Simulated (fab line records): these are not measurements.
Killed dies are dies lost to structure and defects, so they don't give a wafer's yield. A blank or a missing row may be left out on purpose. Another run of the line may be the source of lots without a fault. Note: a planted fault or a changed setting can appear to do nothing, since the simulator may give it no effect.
Chamber matching | flow n5-finfet | N5_DUMMY_GATE_ETCH_32 on rie-si-04: 4 sister chambers
The step etches SiO2 in CF4, target depth 3.5 nm, time 3.9 s. 16 wafers are shown with their chamber, then 8 later ones without.

## WAFERS WITH THEIR CHAMBER
wafer  | chamber | drypump-motor-current-A (A) | throttle-valve-pct (%) | oes-product-au (a.u.)
L076.2 | 2       | 5.2                         | 21.77                  | 0.994
L076.3 | 0       | 5.8                         | 22.16                  | 0.990
L076.5 | 0       | 5.8                         | 22.16                  | 0.993
L084.2 | 0       | 5.8                         | 22.18                  | 0.989
L084.3 | 3       | 5.9                         | 22.14                  | 1.005
L084.4 | 3       | 6.0                         | 22.13                  | 0.992
L085.1 | 3       | 5.9                         | 22.15                  | 0.995
L085.2 | 2       | 5.2                         | 21.78                  | 0.996
L085.3 | 0       | 5.8                         | 22.18                  | 0.981
L086.4 | 3       | 5.9                         | 22.16                  | 0.998
L086.5 | 3       | 5.9                         | 22.14                  | 0.997
L086.6 | 0       | 5.8                         | 22.17                  | 0.995
L087.2 | 2       | 5.2                         | 21.77                  | 0.998
L087.4 | 1       | 6.5                         | 21.81                  | 1.006
L087.5 | 3       | 5.9                         | 22.15                  | 0.990
L090.2 | 0       | 5.8                         | 22.16                  | 0.999

SIGNATURES (averages over the wafers above)
reading                 | chamber 0 | chamber 1 | chamber 2 | chamber 3 | scatter within a chamber
drypump-motor-current-A | 5.800     | 6.500     | 5.200     | 5.917     | 0.0264
throttle-valve-pct      | 22.1683   | 21.8100   | 21.7733   | 22.1450   | 0.00957
oes-product-au          | 0.99117   | 1.00600   | 0.99600   | 0.99617   | 0.00529
Rule: a wafer's distance from a chamber is the root of the sum, over the readings, of the square of ((its reading less the chamber's mean) divided by the reading's scatter). The wafer belongs to the nearest chamber; if the next one is less than 2 further off, it can't be placed. The scatter: the root of (the sum of the squares of (reading less its chamber's mean) over the shown wafers, divided by (wafers less chambers)).

## WAFERS WHOSE CHAMBER IS MISSING
wafer  | drypump-motor-current-A (A) | throttle-valve-pct (%) | oes-product-au (a.u.)
L090.3 | 5.9                         | 22.15                  | 1.004
L090.4 | 5.2                         | 21.76                  | 1.000
L091.1 | 5.8                         | 22.17                  | 0.991
L091.3 | 6.5                         | 21.81                  | 1.005
L091.6 | 6.5                         | 21.80                  | 1.013
L092.2 | 6.5                         | 21.80                  | 1.012
L092.5 | 5.2                         | 21.76                  | 1.011
L092.6 | 6.5                         | 21.80                  | 1.019

## EACH ONE'S CHAMBER
wafer  | from the rows above | in truth
L090.3 | 3                   | 3
L090.4 | 2                   | 2
L091.1 | 0                   | 0
L091.3 | 1                   | 1
L091.6 | 1                   | 1
L092.2 | 1                   | 1
L092.5 | 2                   | 2
L092.6 | 1                   | 1
Placed correctly: 8 of 8. Can't be placed from these rows: 0. Placed wrongly: 0.
